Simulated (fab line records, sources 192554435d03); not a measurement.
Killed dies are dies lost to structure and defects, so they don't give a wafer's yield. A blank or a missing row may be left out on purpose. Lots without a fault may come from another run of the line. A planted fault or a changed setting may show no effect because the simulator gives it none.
Chamber matching | flow n5_finfet | N5_BEOL_M1_ETCHBACK_99 on rie_diel-01: 4 sister chambers
The step etches SiO2 in CHF3, target depth 5 nm, time 10.4 s. 18 wafers are shown with their chamber, then 9 later ones without.

WAFERS WITH THEIR CHAMBER
wafer  | chamber | drypump_motor_current_A (A) | showerhead_plenum_p_Torr (Torr) | rf_vpp_V (V)
L075.2 | 0       | 5.6                         | 2.19                            | 242
L075.4 | 1       | 6.6                         | 2.05                            | 225
L075.6 | 0       | 5.5                         | 2.19                            | 240
L077.1 | 0       | 5.6                         | 2.19                            | 242
L077.4 | 1       | 6.6                         | 2.05                            | 225
L077.6 | 1       | 6.6                         | 2.05                            | 225
L080.1 | 3       | 6.6                         | 2.25                            | 260
L080.3 | 1       | 6.6                         | 2.05                            | 225
L080.6 | 1       | 6.6                         | 2.05                            | 225
L081.1 | 0       | 5.5                         | 2.19                            | 242
L081.2 | 1       | 6.6                         | 2.05                            | 224
L081.5 | 1       | 6.6                         | 2.05                            | 224
L084.2 | 3       | 6.6                         | 2.25                            | 261
L084.3 | 0       | 5.6                         | 2.19                            | 242
L084.4 | 2       | 5.7                         | 2.12                            | 253
L090.3 | 0       | 5.5                         | 2.18                            | 241
L090.4 | 1       | 6.6                         | 2.04                            | 225
L090.6 | 0       | 5.5                         | 2.18                            | 242

SIGNATURES (means of the wafers above)
reading                  | chamber 0 | chamber 1 | chamber 2 | chamber 3 | scatter within a chamber
drypump_motor_current_A  | 5.543     | 6.600     | 5.700     | 6.600     | 0.035
showerhead_plenum_p_Torr | 2.1871    | 2.0488    | 2.1200    | 2.2500    | 0.00406
rf_vpp_V                 | 241.57    | 224.75    | 253.00    | 260.50    | 0.639
Rule: a wafer's distance from a chamber is the root of the sum, over the readings, of the square of ((its reading less the chamber's mean) divided by the reading's scatter). The wafer belongs to the nearest chamber; if the next one is less than 2 further off, it can't be placed. The scatter: the root of (the sum of the squares of (reading less its chamber's mean) over the shown wafers, divided by (wafers less chambers)).

WAFERS WITHOUT THEIR CHAMBER
wafer  | drypump_motor_current_A (A) | showerhead_plenum_p_Torr (Torr) | rf_vpp_V (V)
L091.1 | 6.6                         | 2.04                            | 224
L091.5 | 6.6                         | 2.04                            | 224
L091.6 | 5.6                         | 2.18                            | 240
L093.1 | 6.6                         | 2.04                            | 224
L093.4 | 6.6                         | 2.24                            | 260
L093.6 | 5.5                         | 2.18                            | 243
L095.3 | 5.5                         | 2.18                            | 242
L095.5 | 5.5                         | 2.18                            | 241
L095.6 | 6.6                         | 2.24                            | 260

WHICH CHAMBER EACH WENT THROUGH
wafer  | from the rows above | in truth
L091.1 | 1                   | 1
L091.5 | 1                   | 1
L091.6 | 0                   | 0
L093.1 | 1                   | 1
L093.4 | 3                   | 3
L093.6 | 0                   | 0
L095.3 | 0                   | 0
L095.5 | 0                   | 0
L095.6 | 3                   | 3
Placed correctly: 9 of 9. Can't be placed from these rows: 0. Placed wrongly: 0.
